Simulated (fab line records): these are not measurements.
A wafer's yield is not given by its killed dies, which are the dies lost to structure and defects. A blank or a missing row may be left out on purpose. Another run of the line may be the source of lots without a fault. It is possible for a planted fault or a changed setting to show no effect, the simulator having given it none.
Chamber matching	flow n5Finfet	aldMetal-02 running N5_HKMG_FIN_NWFM_ALD_20: 4 sister chambers
The step deposits TiAlC, target thk 2 nm, pulse time 3 s, purge time 2 s. 14 wafers are shown with their chamber, then 7 later ones without.

## WAFERS, EACH WITH ITS CHAMBER
wafer	chamber	heaterPowerW (W)	precursorPulseHeightRel
L075.1	1	528	1.018
L075.4	3	430	0.944
L075.6	3	427	0.991
L078.1	3	430	1.027
L078.3	1	505	0.995
L078.6	3	420	1.032
L081.1	0	531	1.019
L081.5	3	431	1.013
L081.6	0	547	1.017
L083.2	2	476	1.000
L083.3	3	437	0.992
L083.4	0	535	1.012
L088.1	0	548	1.012
L088.2	2	485	0.990

SIGNATURES, as means of the wafers listed above
reading	chamber 0	chamber 1	chamber 2	chamber 3	scatter within a chamber
heaterPowerW	540.25	516.50	480.50	429.17	8.24
precursorPulseHeightRel	1.01500	1.00650	0.99500	0.99983	0.0236
Rule: a wafer's distance from a chamber is the root of the sum, over the readings, of the square of ((its reading less the chamber's mean) divided by the reading's scatter). If the next closest chamber is less than 2 further off than the closest, the wafer can't be placed; otherwise it belongs to the closest. The scatter is the square root of a quotient: the sum, over the shown wafers, of each reading's squared deviation from its chamber's mean, divided by wafers minus chambers.

## WAFERS WITH NO CHAMBER GIVEN
wafer	heaterPowerW (W)	precursorPulseHeightRel
L088.5	511	1.004
L087.3	528	0.988
L087.4	514	1.005
L087.5	544	0.984
L092.1	523	0.968
L092.4	474	1.014
L092.6	472	1.034

## WHICH CHAMBER EACH WENT THROUGH
wafer	from the rows above	in truth
L088.5	1	1
L087.3	can't be placed: 1 or 0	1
L087.4	1	1
L087.5	0	0
L092.1	can't be placed: 1 or 0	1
L092.4	2	2
L092.6	2	2
Correct placement for 5 of the 7. Cannot be placed on the basis of these rows: 2; the candidates contain the true chamber in 2. Wrongly placed: 0.
